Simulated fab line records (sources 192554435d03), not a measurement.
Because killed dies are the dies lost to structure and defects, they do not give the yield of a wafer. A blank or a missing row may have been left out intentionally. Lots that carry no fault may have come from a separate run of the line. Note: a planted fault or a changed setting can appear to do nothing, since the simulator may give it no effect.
What tool caused it? :: flow n5 finfet :: 9 lots, 27 wafers sampled, at 4 steps of a route of 1938

WHAT THE GAUGES READ, wafer by wafer
N5_BEOL_M1_OCD_MEAS_38.
lot: L447
measured: day 7 07:19
on: ocd-02
trench depth nm (nm): 57.6 57.0 53.9

lot: L450
measured: day 8 21:25
on: ocd-02
trench depth nm (nm): 54.2 54.4 53.9

lot: L452
measured: day 9 02:07
on: ocd-01
trench depth nm (nm): 55.5 53.7 53.5

lot: L453
measured: day 9 02:36
on: ocd-01
trench depth nm (nm): 55.5 54.1 55.4

lot: L454
measured: day 9 11:38
on: ocd-02
trench depth nm (nm): 54.3 58.0 55.5

lot: L457
measured: day 9 20:29
on: ocd-02
trench depth nm (nm): 53.2 54.5 54.5

lot: L459
measured: day 10 04:46
on: ocd-01
trench depth nm (nm): 45.8 55.7 46.5

lot: L460
measured: day 10 07:20
on: ocd-02
trench depth nm (nm): 52.4 52.9 46.0

lot: L466
measured: day 12 06:03
on: ocd-02
trench depth nm (nm): 57.1 56.4 57.2

TOOL THAT RAN EACH LOT (tool first, then ch and the chambers of the sampled wafers, then the start)
lot: L447
N5_BEOL_M1_STRIP_36: rie diel-03 ch 0,1,3, day 7 07:08
N5_BEOL_M1_TRENCH_ETCH_37: rie diel-03 ch 0,1,3, day 7 07:10
N5_BEOL_M1_STRIP_97: rie diel-03 ch 0,1,3, day 7 07:19 or earlier

lot: L450
N5_BEOL_M1_STRIP_36: rie diel-05 ch 1,3, day 8 21:13
N5_BEOL_M1_TRENCH_ETCH_37: rie diel-05 ch 1,3, day 8 21:16
N5_BEOL_M1_STRIP_97: rie diel-05 ch 1,3, day 8 21:25 or earlier

lot: L452
N5_BEOL_M1_STRIP_36: rie diel-02 ch 0,1,2, day 9 01:55
N5_BEOL_M1_TRENCH_ETCH_37: rie diel-02 ch 0,1,2, day 9 01:57
N5_BEOL_M1_STRIP_97: rie diel-02 ch 0,1,2, day 9 02:07 or earlier

lot: L453
N5_BEOL_M1_STRIP_36: rie diel-02 ch 1,2, day 9 02:24
N5_BEOL_M1_TRENCH_ETCH_37: rie diel-02 ch 1,2, day 9 02:26
N5_BEOL_M1_STRIP_97: rie diel-02 ch 1,2, day 9 02:36 or earlier

lot: L454
N5_BEOL_M1_STRIP_36: rie diel-03 ch 1,2,3, day 9 11:26
N5_BEOL_M1_TRENCH_ETCH_37: rie diel-03 ch 1,2,3, day 9 11:28
N5_BEOL_M1_STRIP_97: rie diel-03 ch 1,2,3, day 9 11:38 or earlier

lot: L457
N5_BEOL_M1_STRIP_36: rie diel-02 ch 1,2,3, day 9 20:17
N5_BEOL_M1_TRENCH_ETCH_37: rie diel-02 ch 1,2,3, day 9 20:19
N5_BEOL_M1_STRIP_97: rie diel-02 ch 1,2,3, day 9 20:29 or earlier

lot: L459
N5_BEOL_M1_STRIP_36: rie diel-02 ch 0,1,3, day 10 04:34
N5_BEOL_M1_TRENCH_ETCH_37: rie diel-02 ch 0,1,3, day 10 04:36
N5_BEOL_M1_STRIP_97: rie diel-02 ch 0,1,3, day 10 04:46 or earlier

lot: L460
N5_BEOL_M1_STRIP_36: rie diel-02 ch 0,3, day 10 07:08
N5_BEOL_M1_TRENCH_ETCH_37: rie diel-02 ch 0,3, day 10 07:10
N5_BEOL_M1_STRIP_97: rie diel-02 ch 0,3, day 10 07:20 or earlier

lot: L466
N5_BEOL_M1_STRIP_36: rie diel-03 ch 0,1,2, day 12 05:52
N5_BEOL_M1_TRENCH_ETCH_37: rie diel-03 ch 0,1,2, day 12 05:54
N5_BEOL_M1_STRIP_97: rie diel-03 ch 0,1,2, day 12 06:03 or earlier
- N5_BEOL_M1_STRIP_36: strips in N2/H2.
- N5_BEOL_M1_TRENCH_ETCH_37: etches SiOC in C4F6/O2, target depth 55.207 nm, time 29 s.
- N5_BEOL_M1_STRIP_97: strips in N2/H2, time 10 s.

THE ANSWER, worked out from the rows above alone
Rule: usual is defined by the lots themselves. The widest of any qualifying gaps counts: lots, ordered by their means at a reading, are off when they make up no more than a third of the lots, leave a main group of 4 or more, and stand apart from it by 3 or more times the standard deviation of that group's means. Not used: any main group whose means are identical at the precision the tables above print for the reading. A lot without any number at a reading at which 4 lots or more have one is off too. Any other lot the step has rows for is counted as sound.
Off at N5_BEOL_M1_OCD_MEAS_38 (trench depth nm): L459, L460. The main group: mean 55.2 nm, standard deviation 1.
If a tool, at a process step before that reading, ran all the lots that are off and no sound lot after the first of them, it fits. Gauges at N5_BEOL_M1_OCD_MEAS_38: tried the same way as those tools. Because N5_BEOL_M1_STRIP_97 lacks a start for some lots, the hours and order of its lots are taken from N5_BEOL_M1_OCD_MEAS_38. One candidate fits, namely rie diel-02 at N5_BEOL_M1_STRIP_36 and N5_BEOL_M1_TRENCH_ETCH_37 and N5_BEOL_M1_STRIP_97. At N5_BEOL_M1_STRIP_36 its last sound lot is L457 (day 9 20:17), its first lot that is off L459 (day 10 04:34): a fault that began between those two fits.

WHAT HAD BEEN PUT IN BY THE SIMULATOR
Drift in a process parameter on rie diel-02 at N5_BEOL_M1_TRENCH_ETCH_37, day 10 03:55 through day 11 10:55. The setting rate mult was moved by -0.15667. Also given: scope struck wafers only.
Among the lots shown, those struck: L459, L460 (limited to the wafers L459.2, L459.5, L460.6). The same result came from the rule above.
